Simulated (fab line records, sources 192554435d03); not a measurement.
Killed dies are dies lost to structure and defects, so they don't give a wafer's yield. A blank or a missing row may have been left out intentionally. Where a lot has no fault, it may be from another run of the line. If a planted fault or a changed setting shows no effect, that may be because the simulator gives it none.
Struck lot and sound lot, side by side    flow n5 finfet    14 steps out of a route of 1938
Sound: the wafers L912.2, L912.4, L912.6. The struck wafers were L919.2, L919.3, L919.6. The cause is named last.
For every step that has rows: the tool of each side, followed by ch and its chambers, followed by its first start. Under that, the readings that differ: sound wafers    struck wafers    difference of the means    sigmas: that difference in standard deviations of wafers without a fault.
alike: same words and numbers on both sides, and readings whose means sit less than 2 such deviations apart. not compared: any withheld reading, any reading some wafer has no value for, any bound like >300 that may hide the same value, and any number with overlapping values for which the record gives no deviation.
A row with sigmas, a row that says differs or no value, or rows on one side alone: a step with any of these is where the two part. Non-overlapping numbers with no deviation appear without sigmas and do not part them. A reading missing from all wafers of one side parts the sides only when that side holds two or more wafers.

N5_BEOL_M6_OVL_MEAS_29:
  sound on overlay-02 ch 0, day 10 16:44; struck on overlay-01 ch 0, day 13 06:05
  alike: V5_OVL
N5_BEOL_M6_INSPECT_30: inspects for defects (brightfield).
  sound on defect inspect-01 at day 10 16:47; struck on defect inspect-01 at day 13 06:08
  alike: raw defect count
N5_BEOL_M6_DESCUM_33: chemistry O2, time 7 s.
  sound on rie diel-03 ch 0,1,3, day 10 16:49; struck on rie diel-04 ch 1,2,3, day 13 06:38
  alike: bias power w, drypump motor current A, oes product au, rf vpp V, showerhead plenum p Torr, throttle valve pct
  not compared: rf hours counter h
N5_BEOL_M6_ETCH_72: etches underlayer in N2/H2, target depth 6.5 nm, time 5.2 s.
  sound on rie diel-03 ch 0,1,3, day 10 16:52; struck on rie diel-04 ch 1,2,3, day 13 06:40
  alike: drypump motor current A, etch rf on time s, oes product au, rf vpp V, showerhead plenum p Torr, throttle valve pct
  not compared: rf hours counter h
then, 1 step without rows for these wafers: N5_BEOL_M6_ETCH_65 (etches SiARC in CF4, target depth 15.6 nm, time 26 s).
N5_BEOL_M6_ETCH_66: etches SOC in N2/H2, target depth 80 nm, overetch 16 nm, time 120 s.
  sound on rie diel-03 ch 0,1,3, day 10 16:54; struck on rie diel-04 ch 1,2,3, day 13 06:43
  alike: drypump motor current A, oes product au, rf vpp V, run length s, showerhead plenum p Torr, throttle valve pct
  not compared: rf hours counter h
then, 5 steps without rows for these wafers: N5_BEOL_M6_STRIP_69 (strips in N2/H2); N5_BEOL_M6_STRIP_73 (strips in N2/H2); N5_BEOL_M6_VIA_ETCH_34 (etches SiCOH lowk in C4F6/O2, target depth 126.3 nm, time 50.9 s); N5_BEOL_M6_STRIP_76 (strips in C4F6/O2); N5_BEOL_M6_STRIP_36 (strips in N2/H2).
N5_BEOL_M6_TRENCH_ETCH_37: etches SiCOH lowk in C4F6/O2, target depth 94.435 nm, time 31.5 s.
  sound on rie diel-03 ch 0,1,3; struck on rie diel-04 ch 1,2,3
  alike: drypump motor current A, oes_f_703_au, oes product au, rf vpp V, run length s, showerhead plenum p Torr, throttle valve pct
  not compared: rf hours counter h
N5_BEOL_M6_ETCH_41: etches SiCN in CH3F/O2, target depth 29.7 nm, time 52 s.
  sound on rie diel-03 ch 0,1,3, day 10 17:07; struck on rie diel-04 ch 1,2,3, day 13 06:56
reading                   sound              struck             difference  sigmas
run length s (s)          75.5 75.1 75.5     83.8 83.5 84.0     +8.4        +16
model.etch.depth nm (nm)  20.32 19.32 19.24  23.34 22.43 22.64  +3.18       
  alike: drypump motor current A, oes product au, rf vpp V, showerhead plenum p Torr, throttle valve pct
  not compared: rf hours counter h
N5_BEOL_M6_STRIP_80: strips in N2/H2, time 10 s.
  sound on rie diel-03 ch 0,1,3; struck on rie diel-04 ch 1,2,3
  alike: bias power w, drypump motor current A, oes product au, rf vpp V, showerhead plenum p Torr, throttle valve pct
  not compared: rf hours counter h

WHERE THEY PART
Only at N5_BEOL_M6_ETCH_41, within this record. Later steps at which nothing parts them and some readings are alike: N5_BEOL_M6_STRIP_80.

WHY: what had been put in by the simulator
Process parameters drifting: rie diel-04 at N5_BEOL_M6_ETCH_41, beginning at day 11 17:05. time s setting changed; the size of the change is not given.
